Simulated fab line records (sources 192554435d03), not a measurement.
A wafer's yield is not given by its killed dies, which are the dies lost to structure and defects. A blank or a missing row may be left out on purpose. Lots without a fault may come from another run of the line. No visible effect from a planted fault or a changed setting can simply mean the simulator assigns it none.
Matching of chambers || flow n5 finfet || 4 sister chambers for N5_BEOL_M3_STRIP_36 on rie diel-06
The step strips in N2/H2. 18 wafers are shown with their chamber, then 9 later ones without.

## WAFERS WITH THEIR CHAMBER
{"wafer": "L074.3", "chamber": 0, "drypump motor current A (A)": 6.3, "showerhead plenum p Torr (Torr)": 2.53, "throttle valve pct (%)": 22.9}
{"wafer": "L074.4", "chamber": 3, "drypump motor current A (A)": 5.4, "showerhead plenum p Torr (Torr)": 2.46, "throttle valve pct (%)": 23.1}
{"wafer": "L074.6", "chamber": 2, "drypump motor current A (A)": 5.2, "showerhead plenum p Torr (Torr)": 2.60, "throttle valve pct (%)": 23.2}
{"wafer": "L075.1", "chamber": 0, "drypump motor current A (A)": 6.2, "showerhead plenum p Torr (Torr)": 2.53, "throttle valve pct (%)": 22.9}
{"wafer": "L075.3", "chamber": 1, "drypump motor current A (A)": 5.5, "showerhead plenum p Torr (Torr)": 2.60, "throttle valve pct (%)": 23.6}
{"wafer": "L075.6", "chamber": 3, "drypump motor current A (A)": 5.4, "showerhead plenum p Torr (Torr)": 2.46, "throttle valve pct (%)": 23.1}
{"wafer": "L078.2", "chamber": 3, "drypump motor current A (A)": 5.4, "showerhead plenum p Torr (Torr)": 2.46, "throttle valve pct (%)": 23.1}
{"wafer": "L078.4", "chamber": 2, "drypump motor current A (A)": 5.2, "showerhead plenum p Torr (Torr)": 2.59, "throttle valve pct (%)": 23.2}
{"wafer": "L078.6", "chamber": 3, "drypump motor current A (A)": 5.4, "showerhead plenum p Torr (Torr)": 2.46, "throttle valve pct (%)": 23.1}
{"wafer": "L083.2", "chamber": 2, "drypump motor current A (A)": 5.2, "showerhead plenum p Torr (Torr)": 2.59, "throttle valve pct (%)": 23.2}
{"wafer": "L083.3", "chamber": 0, "drypump motor current A (A)": 6.3, "showerhead plenum p Torr (Torr)": 2.53, "throttle valve pct (%)": 22.9}
{"wafer": "L083.4", "chamber": 1, "drypump motor current A (A)": 5.5, "showerhead plenum p Torr (Torr)": 2.60, "throttle valve pct (%)": 23.6}
{"wafer": "L084.2", "chamber": 2, "drypump motor current A (A)": 5.2, "showerhead plenum p Torr (Torr)": 2.59, "throttle valve pct (%)": 23.3}
{"wafer": "L084.4", "chamber": 1, "drypump motor current A (A)": 5.5, "showerhead plenum p Torr (Torr)": 2.59, "throttle valve pct (%)": 23.6}
{"wafer": "L084.5", "chamber": 3, "drypump motor current A (A)": 5.4, "showerhead plenum p Torr (Torr)": 2.46, "throttle valve pct (%)": 23.1}
{"wafer": "L088.3", "chamber": 2, "drypump motor current A (A)": 5.2, "showerhead plenum p Torr (Torr)": 2.59, "throttle valve pct (%)": 23.3}
{"wafer": "L088.5", "chamber": 1, "drypump motor current A (A)": 5.5, "showerhead plenum p Torr (Torr)": 2.59, "throttle valve pct (%)": 23.6}
{"wafer": "L088.6", "chamber": 0, "drypump motor current A (A)": 6.2, "showerhead plenum p Torr (Torr)": 2.52, "throttle valve pct (%)": 23.0}

SIGNATURES (means of the wafers above)
{"reading": "drypump motor current A", "chamber 0": 6.250, "chamber 1": 5.500, "chamber 2": 5.200, "chamber 3": 5.400, "scatter within a chamber": 0.0267}
{"reading": "showerhead plenum p Torr", "chamber 0": 2.5275, "chamber 1": 2.5950, "chamber 2": 2.5920, "chamber 3": 2.4600, "scatter within a chamber": 0.00427}
{"reading": "throttle valve pct", "chamber 0": 22.925, "chamber 1": 23.600, "chamber 2": 23.240, "chamber 3": 23.100, "scatter within a chamber": 0.0373}
Rule: for each reading, subtract the chamber's mean from the wafer's reading, divide by that reading's scatter and square the result; add these up over the readings and take the root, which gives the wafer's distance from the chamber. The wafer belongs to the nearest chamber; if the next one is less than 2 further off, it can't be placed. The scatter is the square root of a quotient: the sum, over the shown wafers, of each reading's squared deviation from its chamber's mean, divided by wafers minus chambers.

## WAFERS WITHOUT THEIR CHAMBER
{"wafer": "L089.2", "drypump motor current A (A)": 5.5, "showerhead plenum p Torr (Torr)": 2.59, "throttle valve pct (%)": 23.6}
{"wafer": "L089.4", "drypump motor current A (A)": 6.2, "showerhead plenum p Torr (Torr)": 2.53, "throttle valve pct (%)": 23.0}
{"wafer": "L089.6", "drypump motor current A (A)": 6.2, "showerhead plenum p Torr (Torr)": 2.53, "throttle valve pct (%)": 23.0}
{"wafer": "L087.2", "drypump motor current A (A)": 6.3, "showerhead plenum p Torr (Torr)": 2.52, "throttle valve pct (%)": 23.0}
{"wafer": "L087.3", "drypump motor current A (A)": 5.4, "showerhead plenum p Torr (Torr)": 2.45, "throttle valve pct (%)": 23.1}
{"wafer": "L087.5", "drypump motor current A (A)": 6.2, "showerhead plenum p Torr (Torr)": 2.52, "throttle valve pct (%)": 23.0}
{"wafer": "L092.1", "drypump motor current A (A)": 5.4, "showerhead plenum p Torr (Torr)": 2.45, "throttle valve pct (%)": 23.1}
{"wafer": "L092.4", "drypump motor current A (A)": 5.5, "showerhead plenum p Torr (Torr)": 2.59, "throttle valve pct (%)": 22.9}
{"wafer": "L092.6", "drypump motor current A (A)": 6.2, "showerhead plenum p Torr (Torr)": 2.52, "throttle valve pct (%)": 23.0}

## CHAMBER TAKEN BY EACH
{"wafer": "L089.2", "from the rows above": 1, "in truth": 1}
{"wafer": "L089.4", "from the rows above": 0, "in truth": 0}
{"wafer": "L089.6", "from the rows above": 0, "in truth": 0}
{"wafer": "L087.2", "from the rows above": 0, "in truth": 0}
{"wafer": "L087.3", "from the rows above": 3, "in truth": 3}
{"wafer": "L087.5", "from the rows above": 0, "in truth": 0}
{"wafer": "L092.1", "from the rows above": 3, "in truth": 3}
{"wafer": "L092.4", "from the rows above": 2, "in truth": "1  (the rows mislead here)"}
{"wafer": "L092.6", "from the rows above": 0, "in truth": 0}
Correctly placed: 8 of 9. Can't be placed from these rows: 0. Wrongly placed: 1.
